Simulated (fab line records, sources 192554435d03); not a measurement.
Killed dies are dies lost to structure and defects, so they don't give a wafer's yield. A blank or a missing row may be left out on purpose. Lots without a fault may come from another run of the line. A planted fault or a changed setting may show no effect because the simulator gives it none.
A struck lot beside a sound one | flow n5_finfet | 18 steps out of a route of 1938
Sound: wafers L923.1, L923.4, L923.6. Struck: wafer L932.6. (L932.2, L932.4 of the same lot were not struck and are left out.) The cause comes at the end.
At each step with rows: each side's tool, then ch and its chambers, then its first start. Under that, the readings that differ: sound wafers | struck wafers | difference of the means | sigmas: that difference in standard deviations of wafers without a fault.
alike: readings whose means differ by less than 2 such deviations, and words and numbers that are the same on both sides. not compared: withheld readings, readings that some wafer has no value for, bounds like >300 that may hide the same value, and numbers for which the record gives no deviation and whose values overlap.
The two part at a step that has a row with sigmas, a row that says differs or no value, or rows on one side only. Numbers that don't overlap but have no deviation are shown without sigmas and don't part them. A reading that every wafer of one side lacks parts them only if that side has two wafers or more.

first, 9 steps without rows for these wafers: N5_GATE_CUT_COAT_34 (time 60 s, resist thk 60 nm); N5_GATE_CUT_COAT_35 (time 60 s, resist thk 10 nm); N5_GATE_CUT_COAT_27 (time 60 s, resist thk 10 nm); N5_GATE_CUT_COAT_07 (resist thk 30 nm); N5_GATE_CUT_EBR_09; N5_GATE_CUT_SOFTBAKE_08 (time 60 s); N5_GATE_CUT_EXPOSE_10 (exposes mask GATE CUT, target cd 20 nm); N5_GATE_CUT_PEB_11 (peb time 60 s); N5_GATE_CUT_DEVELOP_12 (develop time 30 s).
N5_GATE_CUT_CD_MEAS_13: target cd 20 nm.
  sound on cd_sem-01 ch 0, day 4 08:25; struck on cd_sem-02 ch 0, day 6 16:16
  alike: cd_nm
N5_GATE_CUT_OVL_MEAS_14:
  sound on overlay-01 ch 0, day 4 08:26; struck on overlay-01 ch 0, day 6 16:19
  alike: GATE_CUT_OVL
N5_GATE_CUT_INSPECT_15: inspects for defects (brightfield).
  sound on defect_inspect-02, day 4 08:30; struck on defect_inspect-01, day 6 16:22
  reading          | sound       | struck | difference | sigmas
  raw_defect_count | 159 153 123 | 65     | -80        | -2
N5_GATE_CUT_DESCUM_18: chemistry O2, time 7 s.
  sound on rie_diel-04 ch 0,2, day 4 08:32; struck on rie_diel-04 ch 0, day 6 16:24
  reading                                       | sound             | struck | difference | sigmas
  oes_product_au (a.u.)                         | 0.79 0.69 0.80    | 1.00   | +0.24      | +2
  rf_vpp_V (V)                                  | 242.5 241.2 241.2 | 246.2  | +4.6       | +3
  showerhead_plenum_p_Torr (Torr)               | 2.04 1.98 2.04    | 2.24   | +0.22      | +3
  model.CAR-EUV_of_GATE_CUT_COAT_07.thk_nm (nm) | 26.2 26 26        | 25     | -1         |
  alike: chamber_pressure_mTorr, drypump_motor_current_A, throttle_valve_pct
  not compared: rf_hours_counter_h
N5_GATE_CUT_ETCH_28: etches underlayer in N2/H2, target depth 13 nm, time 10.4 s.
  sound on rie_diel-04 ch 0,2, day 4 08:34; struck on rie_diel-04 ch 0, day 6 16:26
  reading                         | sound             | struck | difference | sigmas
  oes_product_au (a.u.)           | 0.69 0.59 0.69    | 0.85   | +0.19      | +2
  rf_vpp_V (V)                    | 522.1 520.9 521.2 | 530.3  | +8.9       | +3
  showerhead_plenum_p_Torr (Torr) | 2.46 2.40 2.46    | 2.72   | +0.28      | +3
  throttle_valve_pct (%)          | 18.02 17.98 18.02 | 17.58  | -0.43      | -2
  alike: chamber_pressure_mTorr, drypump_motor_current_A, etch_rf_on_time_s
  not compared: rf_hours_counter_h
N5_GATE_CUT_ETCH_36: etches SiARC in CF4, target depth 13 nm, time 21.7 s.
  sound on rie_diel-04 ch 0,2, day 4 08:35; struck on rie_diel-04 ch 0, day 6 16:27
  reading                                       | sound             | struck | difference | sigmas
  oes_product_au (a.u.)                         | 0.68 0.59 0.68    | 0.86   | +0.21      | +2
  rf_vpp_V (V)                                  | 183.0 184.5 183.4 | 187.4  | +3.8       | +3
  showerhead_plenum_p_Torr (Torr)               | 2.09 2.03 2.09    | 2.28   | +0.21      | +3
  throttle_valve_pct (%)                        | 15.71 15.79 15.72 | 15.29  | -0.45      | -2
  model.CAR-EUV_of_GATE_CUT_COAT_07.thk_nm (nm) | 7 6.8 7           | 5.8    | -1.1       |
  alike: chamber_pressure_mTorr, drypump_motor_current_A, etch_rf_on_time_s
  not compared: rf_hours_counter_h
N5_GATE_CUT_ETCH_37: etches SOC in N2/H2, target depth 60 nm, overetch 12 nm, time 90 s.
  sound on rie_diel-04 ch 0,2, day 4 08:37; struck on rie_diel-04 ch 0, day 6 16:29
  reading                         | sound             | struck | difference | sigmas
  oes_product_au (a.u.)           | 0.72 0.63 0.72    | 0.89   | +0.20      | +2
  rf_vpp_V (V)                    | 520.6 521.8 520.3 | 529.2  | +8.3       | +3
  showerhead_plenum_p_Torr (Torr) | 2.46 2.40 2.46    | 2.72   | +0.28      | +3
  throttle_valve_pct (%)          | 17.98 17.97 18.00 | 17.56  | -0.42      | -2
  alike: chamber_pressure_mTorr, drypump_motor_current_A
  not compared: rf_hours_counter_h
-- the record jumps here: 5 days lie between the struck wafers' starts before and after (it left off in module GATE_CUT and takes up again in module BEOL_M4, whose first step shown is number 1111 of the route) --
N5_BEOL_M4_RC_MEAS_101:
  sound on prober-01 ch 0, day 9 06:19; struck on prober-01 ch 0, day 11 09:19
  alike: DIBL_N, DIBL_P, IOFF_N, IOFF_P, ION_N, ION_P, SS_N, SS_P, VT_N, VT_P
-- the record jumps here: 5 days lie between the struck wafers' starts before and after (it left off in module BEOL_M4 and takes up again in module PASSIVATION, whose first step shown is number 1936 of the route) --
N5_PASSIVATION_PROBE_49:
  sound on prober-01, day 13 11:02; struck on prober-02, day 16 02:10
  reading               | sound       | struck | difference | sigmas
  sort_bin_6_memory (%) | 3.2 2.7 3.1 | 1.7    | -1.3       | -2
  alike: defect_limited_yield, killed_at_M0_to_M3, killed_at_M4_up, killed_at_contacts, killed_at_front_end, killed_at_other, killed_dies, killed_open, killed_short, sort_bin_5_function, sort_n_pass, sort_yield_pct

WHERE THEY PART
First at N5_GATE_CUT_INSPECT_15; last, within this record, at N5_PASSIVATION_PROBE_49.

WHY: what the simulator had put in
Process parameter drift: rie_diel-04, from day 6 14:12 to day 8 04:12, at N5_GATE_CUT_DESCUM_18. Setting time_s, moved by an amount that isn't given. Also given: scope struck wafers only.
